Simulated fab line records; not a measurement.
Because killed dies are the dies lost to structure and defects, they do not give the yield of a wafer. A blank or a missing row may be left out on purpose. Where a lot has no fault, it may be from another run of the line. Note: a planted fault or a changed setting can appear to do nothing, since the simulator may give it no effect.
Which tool was responsible? | flow n5Finfet | 22 lots with 66 wafers sampled at 6 steps, on a route of 1938 steps

WHAT EACH GAUGE READ, for each wafer
Not one reading of a measure or inspect step in the record can be checked against a usual standard deviation.

WHICH TOOL RAN EACH LOT (tool, then ch and the chambers of the sampled wafers, then the start)
lot  | N5_HKMG_FIN_ETCH_31              | N5_HKMG_FIN_STRIP_92             | N5_HKMG_FIN_ETCH_86              | N5_HKMG_FIN_STRIP_89             | N5_HKMG_FIN_NWFM_ALD_20            | N5_HKMG_FIN_ALD_72
L074 | rieDiel-05 ch 1,2,3, day 4 01:08 | rieDiel-05 ch 1,2,3, day 4 01:32 | rieDiel-02 ch 2,3, day 4 02:25   | rieDiel-02 ch 2,3, day 4 02:28   | aldMetal-03 ch 0,1, day 4 03:02    | cvdW-02 ch 0,1, day 4 04:35
L075 | rieDiel-02 ch 2,3, day 4 09:14   | rieDiel-02 ch 2,3, day 4 09:38   | rieDiel-02 ch 0,2,3, day 4 10:31 | rieDiel-02 ch 0,2,3, day 4 10:34 | aldMetal-03 ch 0,2, day 4 11:09    | cvdW-01 ch 0,1, day 4 13:01
L076 | rieDiel-03 ch 0,3, day 4 14:34   | rieDiel-03 ch 0,3, day 4 14:58   | rieDiel-05 ch 0,3, day 4 15:50   | rieDiel-05 ch 0,3, day 4 15:54   | aldMetal-01 ch 0,1, day 4 16:28    | cvdW-02 ch 0,1, day 4 18:08
L077 | rieDiel-02 ch 0,2,3, day 4 21:25 | rieDiel-02 ch 0,2,3, day 4 21:50 | rieDiel-03 ch 0,3, day 4 22:43   | rieDiel-03 ch 0,3, day 4 22:47   | aldMetal-02 ch 0,1,2, day 4 23:21  | cvdW-01 ch 0,1, day 5 01:03
L078 | rieDiel-03 ch 0,1,3, day 5 06:46 | rieDiel-03 ch 0,1,3, day 5 07:11 | rieDiel-02 ch 0,2,3, day 5 08:03 | rieDiel-02 ch 0,2,3, day 5 08:07 | aldMetal-01 ch 0,1,3, day 5 08:41  | cvdW-01 ch 0,1, day 5 10:14
L079 | rieDiel-05 ch 0,1, day 5 09:41   | rieDiel-05 ch 0,1, day 5 10:06   | rieDiel-05 ch 0,3, day 5 10:58   | rieDiel-05 ch 0,3, day 5 11:02   | aldMetal-03 ch 0,1,3, day 5 11:36  | cvdW-02 ch 0,1, day 5 13:10
L080 | rieDiel-02 ch 0,2,3, day 5 14:02 | rieDiel-02 ch 0,2,3, day 5 14:27 | rieDiel-02 ch 2,3, day 5 15:23   | rieDiel-02 ch 2,3, day 5 15:26   | aldMetal-01 ch 0,3, day 5 16:01    | cvdW-02 ch 0,1, day 5 17:45
L081 | rieDiel-02 ch 0,1, day 5 20:20   | rieDiel-02 ch 0,1, day 5 20:45   | rieDiel-03 ch 1,2,3, day 5 21:43 | rieDiel-03 ch 1,2,3, day 5 21:46 | aldMetal-03 ch 2,3, day 5 22:20    | cvdW-01 ch 0,1, day 5 23:55
L082 | rieDiel-05 ch 0,2,3, day 6 05:10 | rieDiel-05 ch 0,2,3, day 6 05:35 | rieDiel-02 ch 0,3, day 6 06:28   | rieDiel-02 ch 0,3, day 6 06:31   | aldMetal-01 ch 2,3, day 6 07:05    | cvdW-02 ch 0,1, day 6 08:56
L083 | rieDiel-02 ch 0,2,3, day 6 10:43 | rieDiel-02 ch 0,2,3, day 6 11:08 | rieDiel-03 ch 0,3, day 6 12:00   | rieDiel-03 ch 0,3, day 6 12:04   | aldMetal-01 ch 1,2, day 6 12:38    | cvdW-01 ch 1, day 6 14:10
L084 | rieDiel-05 ch 0,1,2, day 6 19:55 | rieDiel-05 ch 0,1,2, day 6 20:20 | rieDiel-03 ch 0,2, day 6 21:13   | rieDiel-03 ch 0,2, day 6 21:16   | aldMetal-01 ch 0,1, day 6 21:51    | cvdW-02 ch 0,1, day 6 23:23
L085 | rieDiel-02 ch 0,1, day 6 22:31   | rieDiel-02 ch 0,1, day 6 22:55   | rieDiel-05 ch 2,3, day 6 23:47   | rieDiel-05 ch 2,3, day 6 23:51   | aldMetal-02 ch 0,3, day 7 00:26    | cvdW-01 ch 0,1, day 7 01:59
L087 | rieDiel-02 ch 0,2,3, day 7 14:13 | rieDiel-02 ch 0,2,3, day 7 14:38 | rieDiel-02 ch 0,1,3, day 7 15:32 | rieDiel-02 ch 0,1,3, day 7 15:36 | aldMetal-01 ch 0,1,2, day 7 16:11  | cvdW-02 ch 0,1, day 7 17:43
L086 | rieDiel-02 ch 0,1,3, day 7 14:44 | rieDiel-02 ch 0,1,3, day 7 15:09 | rieDiel-03 ch 0,1, day 7 16:02   | rieDiel-03 ch 0,1, day 7 16:06   | aldMetal-02 ch 1,3, day 7 16:40    | cvdW-01 ch 0,1, day 7 18:14
L088 | rieDiel-05 ch 0,1,2, day 7 17:10 | rieDiel-05 ch 0,1,2, day 7 17:35 | rieDiel-02 ch 0,1,2, day 7 18:29 | rieDiel-02 ch 0,1,2, day 7 18:33 | aldMetal-02 ch 2,3, day 7 19:11    | cvdW-02 ch 0,1, day 7 20:46
L090 | rieDiel-03 ch 0,1,3, day 8 02:54 | rieDiel-03 ch 0,1,3, day 8 03:19 | rieDiel-05 ch 1,2,3, day 8 04:13 | rieDiel-05 ch 1,2,3, day 8 04:17 | aldMetal-02 ch 0,1,3, day 8 04:52  | cvdW-02 ch 0,1, day 8 06:30
L091 | rieDiel-02 ch 0,2,3, day 8 07:25 | rieDiel-02 ch 0,2,3, day 8 07:50 | rieDiel-05 ch 0,1,3, day 8 08:48 | rieDiel-05 ch 0,1,3, day 8 08:52 | aldMetal-01 ch 0,1,3, day 8 09:26  | cvdW-01 ch 0,1, day 8 11:01
L092 | rieDiel-02 ch 0,2,3, day 8 17:23 | rieDiel-02 ch 0,2,3, day 8 17:48 | rieDiel-05 ch 2,3, day 8 18:41   | rieDiel-05 ch 2,3, day 8 18:45   | aldMetal-03 ch 0,1, day 8 19:20    | cvdW-02 ch 0,1, day 8 20:54
L094 | rieDiel-05 ch 1,2, day 9 08:14   | rieDiel-05 ch 1,2, day 9 08:39   | rieDiel-02 ch 0,2,3, day 9 09:31 | rieDiel-02 ch 0,2,3, day 9 09:35 | aldMetal-01 ch 1,2, day 9 10:09    | cvdW-01 ch 0,1, day 9 11:49
L095 | rieDiel-03 ch 0,1,2, day 9 12:42 | rieDiel-03 ch 0,1,2, day 9 13:07 | rieDiel-02 ch 1,2,3, day 9 13:59 | rieDiel-02 ch 1,2,3, day 9 14:02 | aldMetal-01 ch 0,2, day 9 14:37    | cvdW-01 ch 0,1, day 9 16:10
L096 | rieDiel-05 ch 1,2, day 9 15:18   | rieDiel-05 ch 1,2, day 9 15:43   | rieDiel-05 ch 1,3, day 9 16:35   | rieDiel-05 ch 1,3, day 9 16:38   | aldMetal-01 ch 0,1,2, day 9 17:13  | cvdW-02 ch 0,1, day 9 18:47
L097 | rieDiel-03 ch 1,2, day 10 01:47  | rieDiel-03 ch 1,2, day 10 02:12  | rieDiel-02 ch 1,3, day 10 03:07  | rieDiel-02 ch 1,3, day 10 03:10  | aldMetal-02 ch 0,1,3, day 10 03:44 | cvdW-01 ch 0,1, day 10 05:28
- N5_HKMG_FIN_ETCH_31: etches SiARC in CF4, target depth 45.5 nm, time 75.8 s.
- N5_HKMG_FIN_STRIP_92: strips SOC in N2/H2, time 20 s.
- N5_HKMG_FIN_ETCH_86: etches SOC in N2/H2, stops on TiN, target depth 393.2 nm.
- N5_HKMG_FIN_STRIP_89: strips SOC in N2/H2, time 20 s.
- N5_HKMG_FIN_NWFM_ALD_20: deposits TiAlC, target thk 2 nm, pulse time 3 s, purge time 2 s.
- N5_HKMG_FIN_ALD_72: deposits W, target thk 2 nm, pulse time 1 s, purge time 2 s.

AS READ BY THE TOOLS THEMSELVES (means over the sampled wafers that have a number; for cases with no such wafer, the mark the record gives instead)
N5_HKMG_FIN_ETCH_31. Usual: drypumpMotorCurrentA 5.9 A, standard deviation 0.6; etchRfOnTimeS 75.8 s, standard deviation 1.6; oesProductAu 0.68 a.u., standard deviation 0.073; rfVppV 184.2 V, standard deviation 1.4; showerheadPlenumPTorr 2.14 Torr, standard deviation 0.084; throttleValvePct 15.50 %, standard deviation 0.24.
lot  | tool       | drypumpMotorCurrentA (A) | etchRfOnTimeS (s) | oesProductAu (a.u.) | rfVppV (V) | showerheadPlenumPTorr (Torr) | throttleValvePct (%) | flag
L074 | rieDiel-05 | 5.4                      | 75.5              | 0.68                | 185.1      | 2.14                         | 15.27                | 
L075 | rieDiel-02 | 6.6                      | 74.9              | 0.71                | 183.8      | 2.12                         | 15.45                | 
L076 | rieDiel-03 | 5.3                      | 76.0              | 0.61                | 184.4      | 2.10                         | 15.43                | 
L077 | rieDiel-02 | 6.2                      | 76.6              | 0.73                | 184.5      | 2.19                         | 15.49                | 
L078 | rieDiel-03 | 5.7                      | 75.2              | 0.66                | 183.6      | 2.08                         | 15.55                | 
L079 | rieDiel-05 | 5.6                      | 77.1              | 0.61                | 182.8      | 2.09                         | 15.63                | 
L080 | rieDiel-02 | 6.2                      | 75.0              | 0.73                | 184.6      | 2.19                         | 15.53                | 
L081 | rieDiel-02 | 5.5                      | 76.0              | 0.80                | 184.3      | 2.16                         | 15.31                | 
L082 | rieDiel-05 | 5.8                      | 76.2              | 0.66                | 183.8      | 2.11                         | 15.53                | 
L083 | rieDiel-02 | 6.2                      | 75.4              | 0.72                | 185.0      | 2.19                         | 15.53                | 
L084 | rieDiel-05 | 5.8                      | 75.6              | 0.65                | 184.0      | 2.10                         | 15.56                | 
L085 | rieDiel-02 | 5.4                      | 77.3              | 0.75                | 184.9      | 2.22                         | 15.45                | 
L087 | rieDiel-02 | 6.2                      | 75.0              | 0.70                | 185.6      | 2.19                         | 15.54                | 
L086 | rieDiel-02 | 5.9                      | 75.3              | 0.75                | 184.8      | 2.21                         | 15.45                | 
L088 | rieDiel-05 | 5.8                      | 75.8              | 0.64                | 183.8      | 2.10                         | 15.58                | 
L090 | rieDiel-03 | 5.8                      | 76.4              | 0.64                | 183.4      | 2.07                         | 15.60                | 
L091 | rieDiel-02 | 6.2                      | 75.9              | 0.70                | 184.9      | 2.18                         | 15.55                | 
L092 | rieDiel-02 | 6.2                      | 76.2              | 0.69                | 185.4      | 2.18                         | 15.58                | 
L094 | rieDiel-05 | 5.4                      | 76.5              | 0.64                | 184.1      | 2.12                         | 15.37                | 
L095 | rieDiel-03 | 5.7                      | 75.0              | 0.72                | 183.8      | 2.16                         | 15.53                | 
L096 | rieDiel-05 | 5.6                      | 75.3              | 0.67                | 185.0      | 2.14                         | 15.29                | 
L097 | rieDiel-03 | 6.1                      | 73.9              | 0.76                | 184.0      | 2.15                         | 15.65                | 

N5_HKMG_FIN_STRIP_92. Usual: drypumpMotorCurrentA 5.9 A, standard deviation 0.61; oesProductAu 0.80 a.u., standard deviation 0.085; rfVppV 54.2 V, standard deviation 0.89; showerheadPlenumPTorr 3.37 Torr, standard deviation 0.13; throttleValvePct 19.0 %, standard deviation 0.34.
lot  | tool       | drypumpMotorCurrentA (A) | oesProductAu (a.u.) | rfVppV (V) | showerheadPlenumPTorr (Torr) | throttleValvePct (%) | flag
L074 | rieDiel-05 | 5.4                      | 0.80                | 54.9       | 3.38                         | 18.6                 | 
L075 | rieDiel-02 | 6.6                      | 0.82                | 54.2       | 3.36                         | 19.1                 | 
L076 | rieDiel-03 | 5.3                      | 0.70                | 53.7       | 3.28                         | 19.1                 | 
L077 | rieDiel-02 | 6.2                      | 0.86                | 53.8       | 3.47                         | 19.0                 | 
L078 | rieDiel-03 | 5.8                      | 0.77                | 53.7       | 3.27                         | 19.2                 | 
L079 | rieDiel-05 | 5.6                      | 0.73                | 54.4       | 3.29                         | 18.8                 | 
L080 | rieDiel-02 | 6.2                      | 0.85                | 53.6       | 3.46                         | 19.1                 | 
L081 | rieDiel-02 | 5.5                      | 0.94                | 54.2       | 3.40                         | 18.9                 | 
L082 | rieDiel-05 | 5.9                      | 0.77                | 53.6       | 3.32                         | 19.0                 | 
L083 | rieDiel-02 | 6.2                      | 0.84                | 54.3       | 3.46                         | 19.1                 | 
L084 | rieDiel-05 | 5.8                      | 0.76                | 53.8       | 3.31                         | 18.7                 | 
L085 | rieDiel-02 | 5.4                      | 0.89                | 54.2       | 3.48                         | 18.9                 | 
L087 | rieDiel-02 | 6.2                      | 0.82                | 55.1       | 3.45                         | 19.1                 | 
L086 | rieDiel-02 | 5.9                      | 0.87                | 54.7       | 3.48                         | 19.1                 | 
L088 | rieDiel-05 | 5.8                      | 0.75                | 54.0       | 3.30                         | 18.7                 | 
L090 | rieDiel-03 | 5.8                      | 0.75                | 54.0       | 3.26                         | 19.2                 | 
L091 | rieDiel-02 | 6.2                      | 0.81                | 55.1       | 3.45                         | 19.1                 | 
L092 | rieDiel-02 | 6.2                      | 0.81                | 54.1       | 3.45                         | 19.1                 | 
L094 | rieDiel-05 | 5.4                      | 0.75                | 53.7       | 3.34                         | 18.5                 | 
L095 | rieDiel-03 | 5.7                      | 0.83                | 55.1       | 3.38                         | 18.9                 | 
L096 | rieDiel-05 | 5.6                      | 0.78                | 54.5       | 3.36                         | 18.4                 | 
L097 | rieDiel-03 | 6.1                      | 0.89                | 54.9       | 3.37                         | 19.1                 | 

N5_HKMG_FIN_ETCH_86. Usual: drypumpMotorCurrentA 5.9 A, standard deviation 0.59; oesProductAu 0.79 a.u., standard deviation 0.081; rfVppV 240.6 V, standard deviation 1.6; showerheadPlenumPTorr 2.54 Torr, standard deviation 0.11; throttleValvePct 17.79 %, standard deviation 0.22.
lot  | tool       | drypumpMotorCurrentA (A) | oesProductAu (a.u.) | rfVppV (V) | showerheadPlenumPTorr (Torr) | throttleValvePct (%) | flag
L074 | rieDiel-02 | 6.7                      | 0.84                | 242.1      | 2.63                         | 17.87                | 
L075 | rieDiel-02 | 6.2                      | 0.87                | 242.0      | 2.63                         | 17.81                | 
L076 | rieDiel-05 | 5.7                      | 0.73                | 240.3      | 2.51                         | 17.91                | 
L077 | rieDiel-03 | 5.7                      | 0.69                | 238.9      | 2.45                         | 17.81                | 
L078 | rieDiel-02 | 6.2                      | 0.85                | 242.1      | 2.63                         | 17.83                | 
L079 | rieDiel-05 | 5.7                      | 0.73                | 239.9      | 2.51                         | 17.91                | 
L080 | rieDiel-02 | 6.7                      | 0.82                | 241.0      | 2.62                         | 17.90                | 
L081 | rieDiel-03 | 6.0                      | 0.74                | 239.3      | 2.43                         | 17.96                | 
L082 | rieDiel-02 | 6.3                      | 0.85                | 243.3      | 2.70                         | 17.89                | 
L083 | rieDiel-03 | 5.3                      | 0.69                | 239.7      | 2.48                         | 17.72                | 
L084 | rieDiel-03 | 5.2                      | 0.69                | 239.9      | 2.47                         | 17.71                | 
L085 | rieDiel-05 | 5.5                      | 0.77                | 240.7      | 2.56                         | 17.63                | 
L087 | rieDiel-02 | 5.9                      | 0.86                | 241.5      | 2.63                         | 17.76                | 
L086 | rieDiel-03 | 5.4                      | 0.76                | 240.0      | 2.50                         | 17.76                | 
L088 | rieDiel-02 | 5.8                      | 0.85                | 240.8      | 2.55                         | 17.72                | 
L090 | rieDiel-05 | 5.4                      | 0.76                | 241.3      | 2.55                         | 17.58                | 
L091 | rieDiel-05 | 5.6                      | 0.71                | 240.3      | 2.49                         | 17.87                | 
L092 | rieDiel-05 | 5.5                      | 0.76                | 240.8      | 2.56                         | 17.64                | 
L094 | rieDiel-02 | 6.2                      | 0.80                | 241.4      | 2.61                         | 17.88                | 
L095 | rieDiel-02 | 6.3                      | 0.81                | 240.6      | 2.54                         | 17.82                | 
L096 | rieDiel-05 | 5.2                      | 0.71                | 240.2      | 2.54                         | 17.75                | 
L097 | rieDiel-02 | 6.4                      | 0.82                | 241.9      | 2.63                         | 17.87                | 

N5_HKMG_FIN_STRIP_89. Usual: drypumpMotorCurrentA 5.9 A, standard deviation 0.6; oesProductAu 0.79 a.u., standard deviation 0.084; rfVppV 54.2 V, standard deviation 0.86; showerheadPlenumPTorr 3.36 Torr, standard deviation 0.13; throttleValvePct 19.0 %, standard deviation 0.3.
lot  | tool       | drypumpMotorCurrentA (A) | oesProductAu (a.u.) | rfVppV (V) | showerheadPlenumPTorr (Torr) | throttleValvePct (%) | flag
L074 | rieDiel-02 | 6.7                      | 0.86                | 54.7       | 3.47                         | 19.2                 | 
L075 | rieDiel-02 | 6.2                      | 0.88                | 53.8       | 3.47                         | 19.0                 | 
L076 | rieDiel-05 | 5.7                      | 0.74                | 53.6       | 3.32                         | 19.3                 | 
L077 | rieDiel-03 | 5.7                      | 0.69                | 53.8       | 3.24                         | 19.2                 | 
L078 | rieDiel-02 | 6.2                      | 0.85                | 54.0       | 3.46                         | 19.1                 | 
L079 | rieDiel-05 | 5.7                      | 0.74                | 54.3       | 3.32                         | 19.3                 | 
L080 | rieDiel-02 | 6.7                      | 0.84                | 54.0       | 3.46                         | 19.2                 | 
L081 | rieDiel-03 | 6.0                      | 0.75                | 53.6       | 3.22                         | 19.2                 | 
L082 | rieDiel-02 | 6.3                      | 0.86                | 54.7       | 3.56                         | 19.2                 | 
L083 | rieDiel-03 | 5.3                      | 0.70                | 54.4       | 3.28                         | 19.1                 | 
L084 | rieDiel-03 | 5.2                      | 0.69                | 54.1       | 3.27                         | 19.0                 | 
L085 | rieDiel-05 | 5.5                      | 0.78                | 54.1       | 3.38                         | 18.9                 | 
L087 | rieDiel-02 | 5.9                      | 0.87                | 54.1       | 3.48                         | 19.1                 | 
L086 | rieDiel-03 | 5.4                      | 0.77                | 53.7       | 3.31                         | 19.1                 | 
L088 | rieDiel-02 | 5.8                      | 0.85                | 54.1       | 3.37                         | 18.9                 | 
L090 | rieDiel-05 | 5.4                      | 0.76                | 54.5       | 3.36                         | 18.7                 | 
L091 | rieDiel-05 | 5.6                      | 0.72                | 54.5       | 3.29                         | 19.0                 | 
L092 | rieDiel-05 | 5.5                      | 0.77                | 54.4       | 3.38                         | 18.9                 | 
L094 | rieDiel-02 | 6.2                      | 0.80                | 53.8       | 3.44                         | 19.1                 | 
L095 | rieDiel-02 | 6.3                      | 0.82                | 54.3       | 3.36                         | 19.1                 | 
L096 | rieDiel-05 | 5.3                      | 0.72                | 54.6       | 3.35                         | 19.0                 | 
L097 | rieDiel-02 | 6.4                      | 0.83                | 54.6       | 3.46                         | 19.2                 | 

N5_HKMG_FIN_NWFM_ALD_20. Usual: heaterPowerW 502 W, standard deviation 46; precursorPulseHeightRel 1.004, standard deviation 0.021.
lot  | tool        | heaterPowerW (W) | precursorPulseHeightRel | flag
L074 | aldMetal-03 | 556              | 1.013                   | 
L075 | aldMetal-03 | 503              | 0.976                   | 
L076 | aldMetal-01 | 515              | 1.035                   | 
L077 | aldMetal-02 | 503              | 0.985                   | 
L078 | aldMetal-01 | 511              | 1.008                   | 
L079 | aldMetal-03 | 512              | 1.015                   | 
L080 | aldMetal-01 | 499              | 0.987                   | 
L081 | aldMetal-03 | 424              | 1.002                   | 
L082 | aldMetal-01 | 473              | 0.986                   | 
L083 | aldMetal-01 | 476              | 1.006                   | 
L084 | aldMetal-01 | 506              | 0.999                   | 
L085 | aldMetal-02 | 497              | 1.006                   | 
L087 | aldMetal-01 | 505              | 1.004                   | 
L086 | aldMetal-02 | 559              | 0.997                   | 
L088 | aldMetal-02 | 520              | 1.004                   | 
L090 | aldMetal-02 | 526              | 0.984                   | 
L091 | aldMetal-01 | 508              | 1.002                   | 
L092 | aldMetal-03 | 559              | 0.999                   | 
L094 | aldMetal-01 | 488              | 1.009                   | 
L095 | aldMetal-01 | 522              | 0.990                   | 
L096 | aldMetal-01 | 512              | 0.994                   | 
L097 | aldMetal-02 | 521              | 0.993                   | 

N5_HKMG_FIN_ALD_72. Usual: heaterPowerW 482 W, standard deviation 42; precursorPulseHeightRel 0.997, standard deviation 0.019.
lot  | tool    | heaterPowerW (W) | precursorPulseHeightRel | flag
L074 | cvdW-02 | 500              | 0.985                   | 
L075 | cvdW-01 | 465              | 0.995                   | 
L076 | cvdW-02 | 500              | 0.993                   | 
L077 | cvdW-01 | 465              | 0.984                   | 
L078 | cvdW-01 | 443              | 0.996                   | 
L079 | cvdW-02 | 514              | 0.989                   | 
L080 | cvdW-02 | 508              | 1.001                   | 
L081 | cvdW-01 | 438              | 0.994                   | 
L082 | cvdW-02 | 508              | 0.999                   | 
L083 | cvdW-01 | 508              | 0.980                   | 
L084 | cvdW-02 | 503              | 1.009                   | 
L085 | cvdW-01 | 470              | 1.008                   | 
L087 | cvdW-02 | 508              | 1.006                   | 
L086 | cvdW-01 | 443              | 0.991                   | 
L088 | cvdW-02 | 501              | 1.009                   | 
L090 | cvdW-02 | 509              | 1.021                   | 
L091 | cvdW-01 | 438              | 0.983                   | 
L092 | cvdW-02 | 509              | 1.009                   | 
L094 | cvdW-01 | 439              | 1.011                   | 
L095 | cvdW-01 | 442              | 0.983                   | 
L096 | cvdW-02 | 505              | 0.993                   | 
L097 | cvdW-01 | 478              | 1.016                   | 

THE ANSWER, worked out from the rows above alone
Rule: a lot counts as off when the mean over its wafers that have a number is more than 3 standard deviations away from the usual mean. Also off: a lot with no number at a reading for which 4 or more lots have one. Any other lot the step has rows for is counted as sound. Order of review: gauges by route order, followed by the tools' own readings, for which a lot's mean as printed above is used. The first step at which some lot is off is used, and at that step the reading that is off furthest; a lot without a number counts as furthest.
No lot is off at any reading shown: from this, nothing can be told.

WHAT WAS PUT IN BY THE SIMULATOR
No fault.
